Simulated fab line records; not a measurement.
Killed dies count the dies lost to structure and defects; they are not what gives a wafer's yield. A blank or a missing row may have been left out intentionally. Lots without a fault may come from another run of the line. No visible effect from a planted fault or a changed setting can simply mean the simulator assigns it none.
Lot-split experiment / flow n5_finfet / 7 lots, 21 wafers read, on a route of 1938 steps

## THE SPLIT ITSELF
At N5_DUMMY_GATE_COAT_28 (time 60 s, resist thk 10 nm), the setting spin_rpm was moved away from the recipe's 1500 rpm on 9 of the 21 wafers read, by -4.7% to +8.8%. This setting was run at the recipe's value on the other wafers.

The split's own step is where the reading is taken.

## THE READING
underlayer_of_DUMMY_GATE_COAT_28.thk_nm (the simulator's own value, which no gauge read), in nm, at N5_DUMMY_GATE_COAT_28 (time 60 s, resist thk 10 nm). The file does not state a usual value for it.

wafer=L076.2; tool, chamber at the split=litho_track-05, 0; spin_rpm as run, rpm=1500; against the recipe=recipe; underlayer_of_DUMMY_GATE_COAT_28.thk_nm, nm=10; against lot-mates on the recipe=-
wafer=L076.5; tool, chamber at the split=litho_track-05, 0; spin_rpm as run, rpm=1632; against the recipe=+8.8%; underlayer_of_DUMMY_GATE_COAT_28.thk_nm, nm=9.6; against lot-mates on the recipe=-0.4
wafer=L076.6; tool, chamber at the split=litho_track-05, 0; spin_rpm as run, rpm=1632; against the recipe=+8.8%; underlayer_of_DUMMY_GATE_COAT_28.thk_nm, nm=9.6; against lot-mates on the recipe=-0.4
wafer=L077.1; tool, chamber at the split=litho_track-03, 0; spin_rpm as run, rpm=1500; against the recipe=recipe; underlayer_of_DUMMY_GATE_COAT_28.thk_nm, nm=10; against lot-mates on the recipe=-
wafer=L077.6; tool, chamber at the split=litho_track-03, 0; spin_rpm as run, rpm=1500; against the recipe=recipe; underlayer_of_DUMMY_GATE_COAT_28.thk_nm, nm=10; against lot-mates on the recipe=-
wafer=L077.5; tool, chamber at the split=litho_track-03, 0; spin_rpm as run, rpm=1609; against the recipe=+7.3%; underlayer_of_DUMMY_GATE_COAT_28.thk_nm, nm=9.6; against lot-mates on the recipe=-0.4
wafer=L078.3; tool, chamber at the split=litho_track-05, 0; spin_rpm as run, rpm=1556; against the recipe=+3.7%; underlayer_of_DUMMY_GATE_COAT_28.thk_nm, nm=9.8; against lot-mates on the recipe=-0.2
wafer=L078.5; tool, chamber at the split=litho_track-05, 0; spin_rpm as run, rpm=1556; against the recipe=+3.7%; underlayer_of_DUMMY_GATE_COAT_28.thk_nm, nm=9.8; against lot-mates on the recipe=-0.2
wafer=L078.4; tool, chamber at the split=litho_track-05, 0; spin_rpm as run, rpm=1500; against the recipe=recipe; underlayer_of_DUMMY_GATE_COAT_28.thk_nm, nm=10; against lot-mates on the recipe=-
wafer=L086.3; tool, chamber at the split=litho_track-05, 0; spin_rpm as run, rpm=1500; against the recipe=recipe; underlayer_of_DUMMY_GATE_COAT_28.thk_nm, nm=10; against lot-mates on the recipe=-
wafer=L086.4; tool, chamber at the split=litho_track-05, 0; spin_rpm as run, rpm=1500; against the recipe=recipe; underlayer_of_DUMMY_GATE_COAT_28.thk_nm, nm=10; against lot-mates on the recipe=-
wafer=L086.6; tool, chamber at the split=litho_track-05, 0; spin_rpm as run, rpm=1591; against the recipe=+6.1%; underlayer_of_DUMMY_GATE_COAT_28.thk_nm, nm=9.6; against lot-mates on the recipe=-0.4
wafer=L087.3; tool, chamber at the split=litho_track-01, 0; spin_rpm as run, rpm=1500; against the recipe=recipe; underlayer_of_DUMMY_GATE_COAT_28.thk_nm, nm=10; against lot-mates on the recipe=-
wafer=L087.5; tool, chamber at the split=litho_track-01, 0; spin_rpm as run, rpm=1500; against the recipe=recipe; underlayer_of_DUMMY_GATE_COAT_28.thk_nm, nm=10; against lot-mates on the recipe=-
wafer=L087.6; tool, chamber at the split=litho_track-01, 0; spin_rpm as run, rpm=1500; against the recipe=recipe; underlayer_of_DUMMY_GATE_COAT_28.thk_nm, nm=10; against lot-mates on the recipe=-
wafer=L089.2; tool, chamber at the split=litho_track-03, 0; spin_rpm as run, rpm=1500; against the recipe=recipe; underlayer_of_DUMMY_GATE_COAT_28.thk_nm, nm=10; against lot-mates on the recipe=-
wafer=L089.4; tool, chamber at the split=litho_track-03, 0; spin_rpm as run, rpm=1430; against the recipe=-4.7%; underlayer_of_DUMMY_GATE_COAT_28.thk_nm, nm=10.2; against lot-mates on the recipe=+0.2
wafer=L089.6; tool, chamber at the split=litho_track-03, 0; spin_rpm as run, rpm=1430; against the recipe=-4.7%; underlayer_of_DUMMY_GATE_COAT_28.thk_nm, nm=10.2; against lot-mates on the recipe=+0.2
wafer=L096.2; tool, chamber at the split=litho_track-01, 0; spin_rpm as run, rpm=1608; against the recipe=+7.2%; underlayer_of_DUMMY_GATE_COAT_28.thk_nm, nm=9.6; against lot-mates on the recipe=-0.4
wafer=L096.5; tool, chamber at the split=litho_track-01, 0; spin_rpm as run, rpm=1500; against the recipe=recipe; underlayer_of_DUMMY_GATE_COAT_28.thk_nm, nm=10; against lot-mates on the recipe=-
wafer=L096.6; tool, chamber at the split=litho_track-01, 0; spin_rpm as run, rpm=1500; against the recipe=recipe; underlayer_of_DUMMY_GATE_COAT_28.thk_nm, nm=10; against lot-mates on the recipe=-

THE FIT
A straight line over all 21 wafers: underlayer_of_DUMMY_GATE_COAT_28.thk_nm changes by -0.0497 nm for each +1% of spin_rpm; r = -0.99; the points scatter about the line by 0.029 nm.
The same after taking each lot's own level away (the mean of its wafers on the recipe; 21 wafers): -0.0497 nm for each +1%; r = -0.99; scatter 0.029 nm.
That fit puts the effect of the largest move of spin_rpm on the reading at 0.44 nm.
The lots' own levels span 10.00 to 10.00 nm.
Consequently the slope shifts little with the lot-to-lot level, the two slopes agreeing.
Check: for one of the wafers moved furthest among these (+8.8%), held out of the fit, the line's prediction against its lot-mates is -0.459 nm. It came out at -0.4 nm against them.

## FURTHER SPLITS ON THESE WAFERS
These wafers also went through other splits before the reading. Each is held against what the fit with the lots' levels taken away leaves over:
other split on the same wafers=N5_WELL_APT_COAT_02 spin_rpm; wafers away from the commonest value=4; r with underlayer_of_DUMMY_GATE_COAT_28.thk_nm (lot level and that fit taken away)=+0.27

## THE FILE'S OWN FIT
underlayer_of_DUMMY_GATE_COAT_28.thk_nm changes by -0.0527 nm for each +1% of spin_rpm, r = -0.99.
